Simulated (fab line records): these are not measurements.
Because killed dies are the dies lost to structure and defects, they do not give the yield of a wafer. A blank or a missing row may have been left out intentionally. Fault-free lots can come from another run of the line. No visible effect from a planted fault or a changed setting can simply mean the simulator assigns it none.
Chamber matching | flow nand_harc | 4 sister chambers for NHARC_P_M0_STRIP_18 on rie_diel-12
The step strips in N2/H2. 14 wafers are shown with their chamber, then 7 later ones without.

## WAFERS, EACH WITH ITS CHAMBER
wafer  | chamber | drypump_motor_current_A (A) | showerhead_plenum_p_Torr (Torr) | rf_vpp_V (V)
L077.1 | 3       | 6.3                         | 2.19                            | 92.1
L077.4 | 1       | 4.8                         | 2.04                            | 91.0
L077.5 | 2       | 6.5                         | 1.97                            | 90.8
L079.2 | 0       | 5.0                         | 1.90                            | 91.9
L079.3 | 2       | 6.4                         | 1.97                            | 87.8
L079.5 | 0       | 5.0                         | 1.90                            | 91.2
L080.1 | 1       | 4.8                         | 2.04                            | 90.1
L080.2 | 3       | 6.3                         | 2.19                            | 90.2
L080.5 | 0       | 5.0                         | 1.90                            | 91.7
L091.1 | 3       | 6.2                         | 2.18                            | 90.7
L091.3 | 1       | 4.8                         | 2.03                            | 90.8
L091.4 | 0       | 5.0                         | 1.89                            | 91.2
L090.4 | 3       | 6.3                         | 2.18                            | 92.3
L090.5 | 3       | 6.3                         | 2.18                            | 91.7

SIGNATURES (averages over the wafers above)
reading                  | chamber 0 | chamber 1 | chamber 2 | chamber 3 | scatter within a chamber
drypump_motor_current_A  | 5.000     | 4.800     | 6.450     | 6.280     | 0.0361
showerhead_plenum_p_Torr | 1.8975    | 2.0367    | 1.9700    | 2.1840    | 0.00512
rf_vpp_V                 | 91.500    | 90.633    | 89.300    | 91.400    | 0.93
Rule: a wafer lies at a distance from a chamber equal to the root of the sum of squares, over the readings, of (its reading less the chamber's mean, divided by the reading's scatter). If the next closest chamber is less than 2 further off than the closest, the wafer can't be placed; otherwise it belongs to the closest. The scatter: the root of (the sum of the squares of (reading less its chamber's mean) over the shown wafers, divided by (wafers less chambers)).

## WAFERS WITH NO CHAMBER GIVEN
wafer  | drypump_motor_current_A (A) | showerhead_plenum_p_Torr (Torr) | rf_vpp_V (V)
L090.6 | 6.4                         | 1.96                            | 89.6
L092.2 | 6.2                         | 2.18                            | 91.0
L092.4 | 6.4                         | 1.95                            | 90.3
L092.6 | 4.8                         | 2.02                            | 89.6
L095.1 | 4.8                         | 2.02                            | 90.5
L095.4 | 6.3                         | 2.17                            | 90.4
L095.5 | 5.0                         | 1.89                            | 88.3

## THE CHAMBER EACH PASSED THROUGH
wafer  | from the rows above | in truth
L090.6 | 2                   | 2
L092.2 | 3                   | 3
L092.4 | 2                   | 2
L092.6 | 1                   | 1
L095.1 | 1                   | 1
L095.4 | 3                   | 3
L095.5 | 0                   | 0
Placed correctly: 7 of 7. Number that these rows cannot place: 0. Wrongly placed: 0.
